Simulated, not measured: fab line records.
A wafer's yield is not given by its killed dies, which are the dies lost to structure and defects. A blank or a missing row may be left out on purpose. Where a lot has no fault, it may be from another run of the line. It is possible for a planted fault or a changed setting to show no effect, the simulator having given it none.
A lot that was struck, set against a sound lot :: flow n5Finfet :: 40 out of 1938 route steps
Sound: these wafers, L457.1, L457.3, L457.5. Struck: wafer L449.4; the same lot's L449.2 was not struck, so it is left out; see the end for the cause.
For every step that has rows: the tool of each side, followed by ch and its chambers, followed by its first start. Under that, the readings that differ: sound wafers :: struck wafers :: difference of the means :: sigmas: that difference in standard deviations of wafers without a fault.
alike: readings with means less than 2 such deviations apart, plus words and numbers identical on both sides. not compared: withheld readings, readings lacking a value on some wafer, bounds such as >300 that could conceal the same value, and numbers that have no deviation in the record and whose values overlap.
A row with sigmas, a row that says differs or no value, or rows on one side alone: a step with any of these is where the two part. When numbers do not overlap yet have no deviation, they are printed without sigmas and do not part them. Lack of a reading on every wafer of one side parts them only where that side has two or more wafers.

first, 9 steps without rows for these wafers: N5_BEOL_M4_ANNEAL_95 (time 240 s); N5_BEOL_M4_SPUTTER_96 (material Cu, target thk 4.5 nm, time 8.29 s); N5_BEOL_M4_ECD_50 (material Cu, target thk 300 nm); N5_BEOL_M4_ANNEAL_51 (time 90 s); N5_BEOL_M4_CMP_52 (polishes, stops on SiOC, t overpolish 6.8 s, target thk 40 nm); N5_BEOL_M4_PRE_CLEAN_60 (time 15 s); N5_BEOL_M4_CO_CAP_55 (material Co, precursor CCTBA/H2, target thk 2 nm, time 102.1 s); N5_BEOL_M4_PRE_CLEAN_56 (time 15 s); N5_BEOL_M4_DEP_57 (deposits SiCN from 3MS/NH3, target thk 8 nm, time 14 s).
N5_BEOL_M4_RC_MEAS_101:
  sound on prober-01 ch 0, day 14 10:40; struck on prober-02 ch 0, day 12 13:22
reading: DIBL_N (mV/V)
sound: 37.3 39.6 38.5
struck: 32.2
difference: -6.3
sigmas: -3

reading: IOFF_N (nA/um)
sound: 0.15 0.20 0.17
struck: 0.11
difference: -0.06
sigmas: -2
  alike: DIBL_P, IOFF_P, ION_N, ION_P, SS_N, SS_P, VT_N, VT_P
then, 24 steps without rows for these wafers: N5_BEOL_M5_ILD_DEP_00 (deposits SiCOH lowk from DEMS/porogen, target thk 140.64 nm, time 25.9 s); N5_BEOL_M5_CURE_79 (cures SiCOH lowk, time 240 s); N5_BEOL_M5_PECVD_70 (deposits SiO2 from TEOS/O2, target thk 16 nm, time 18 s); N5_BEOL_M5_HM_DEP_02 (deposits TiN, target thk 20 nm); N5_BEOL_M5_COAT_59 (time 60 s, resist thk 60 nm); N5_BEOL_M5_COAT_60 (time 60 s, resist thk 12 nm); N5_BEOL_M5_COAT_71 (time 60 s, resist thk 5 nm); N5_BEOL_M5_COAT_05 (resist thk 30 nm); N5_BEOL_M5_EBR_07; N5_BEOL_M5_SOFTBAKE_06 (time 60 s); N5_BEOL_M5_EXPOSE_08 (exposes mask M5, target cd 28 nm); N5_BEOL_M5_PEB_09 (peb time 60 s); N5_BEOL_M5_DEVELOP_10 (develop time 30 s); N5_BEOL_M5_DESCUM_16 (chemistry O2, time 7 s); N5_BEOL_M5_ETCH_72 (etches underlayer in N2/H2, target depth 6.5 nm, time 5.2 s); N5_BEOL_M5_ETCH_61 (etches SiARC in CF4, target depth 15.6 nm, time 26 s); N5_BEOL_M5_ETCH_62 (etches SOC in N2/H2, target depth 75 nm, overetch 15 nm, time 112.5 s); N5_BEOL_M5_STRIP_63 (strips in N2/H2); N5_BEOL_M5_STRIP_73 (strips in N2/H2); N5_BEOL_M5_STRIP_64 (strips in CF4); N5_BEOL_M5_HM_OPEN_17 (chemistry Cl2/BCl3, target TiN, target depth 20 nm, overetch 6 nm); N5_BEOL_M5_STRIP_19 (strips in O2); N5_BEOL_M5_COAT_65 (time 60 s, resist thk 60 nm); N5_BEOL_M5_COAT_66 (time 60 s, resist thk 12 nm).
N5_BEOL_M10_ETCH_62: etches SOC in N2/H2, target depth 110 nm, overetch 22 nm, time 165 s.
  sound on rieDiel-01 ch 0,2, day 16 12:44; struck on rieDiel-04 ch 3, day 14 11:04
reading: model.etch.depthNm (nm)
sound: 99.86 100.2 100.5
struck: 73.32
difference: -26.87
sigmas: 

reading: model.SiARC_of_BEOL_M10_COAT_60.thkNm (nm)
sound: 24 23.8 24
struck: 26.2
difference: +2.3
sigmas: 

reading: model.BEOL_M10.cdOffsetNm (nm)
sound: 0.2 0 0.4
struck: -1.6
difference: -1.8
sigmas: 
  alike: biasW, drypumpMotorCurrentA, oesProductAu, rfVppV, showerheadPlenumPTorr, throttleValvePct
  not compared: rfHoursCounterH
N5_BEOL_M10_HM_OPEN_17: chemistry Cl2/BCl3, target TiN, target depth 20 nm, overetch 6 nm.
  sound on rieMetal-02 ch 0,1, day 16 12:55; struck on rieMetal-01 ch 1, day 14 11:14
reading: biasW (W)
sound: 125.2 126.1 125.7
struck: 126.7
difference: +1.0
sigmas: +3

reading: oesProductAu (a.u.)
sound: 0.57 0.57 0.73
struck: 0.29
difference: -0.33
sigmas: -5

reading: model.BEOL_M10.cdOffsetNm (nm)
sound: 0.2 0 0.4
struck: -1.6
difference: -1.8
sigmas: 
  alike: drypumpMotorCurrentA, throttleValvePct
  not compared: rfHoursCounterH
N5_BEOL_M10_CD_MEAS_18: pitch 140 nm, target cd 70 nm.
  sound: cdSem-02 at day 16 13:06; struck: cdSem-01 at day 14 11:28
  not compared: cdNm
N5_BEOL_M10_VIA_ETCH_34: etches SiCOH lowk in C4F6/O2, target depth 184.5 nm, time 69.2 s.
  sound on rieDiel-06 ch 1,3, day 16 13:58; struck on rieDiel-01 ch 0, day 14 13:46
reading: oesProductAu (a.u.)
sound: 0.75 0.89 0.89
struck: 0.31
difference: -0.53
sigmas: -7
  alike: C4F6_flow_sccm, biasW, drypumpMotorCurrentA, rfVppV, showerheadPlenumPTorr, throttleValvePct
  not compared: rfHoursCounterH
N5_BEOL_M10_OCD_MEAS_38:
  sound: ocd-01 at day 16 14:15; struck: ocd-01 at day 14 14:03
  not compared: trenchDepthNm
-- here the record skips 2 days between the struck wafers' starts before and after, leaving off in module BEOL_M10 and picking up in module PASSIVATION (first step shown: number 1936 of the route) --
N5_PASSIVATION_PROBE_49:
  sound: prober-02 at day 19 02:46; struck: prober-02 at day 16 18:37
reading: defectLimitedYield (%)
sound: 93.6 92.5
struck: 0
difference: -93
sigmas: -66

reading: killed_at_M4_up
sound: 10 18
struck: 1111
difference: +1097
sigmas: +99 or more

reading: killedDies
sound: 75 88
struck: 1180
difference: +1098
sigmas: +65

reading: killedOnRim
sound: 15 11
struck: 152
difference: +139
sigmas: +32

reading: killedShort
sound: 28 41
struck: 18
difference: -16
sigmas: -2

reading: sort_bin_5_function (%)
sound: 4.0 4.3
struck: 97.0
difference: +92.8
sigmas: +96

reading: sortNPass
sound: 1105 1092
struck: 0
difference: -1098
sigmas: -65

reading: sortYieldPct (%)
sound: 93.6 92.5
struck: 0
difference: -93
sigmas: -66
  alike: killed_at_M0_to_M3, killedAtContacts, killedAtFrontEnd, killedAtOther, killedOpen, sort_bin_6_memory

== WHERE THEY PART ==
At N5_BEOL_M4_RC_MEAS_101 first; at N5_PASSIVATION_PROBE_49 last (within this record only).

WHY: what the simulator had put in
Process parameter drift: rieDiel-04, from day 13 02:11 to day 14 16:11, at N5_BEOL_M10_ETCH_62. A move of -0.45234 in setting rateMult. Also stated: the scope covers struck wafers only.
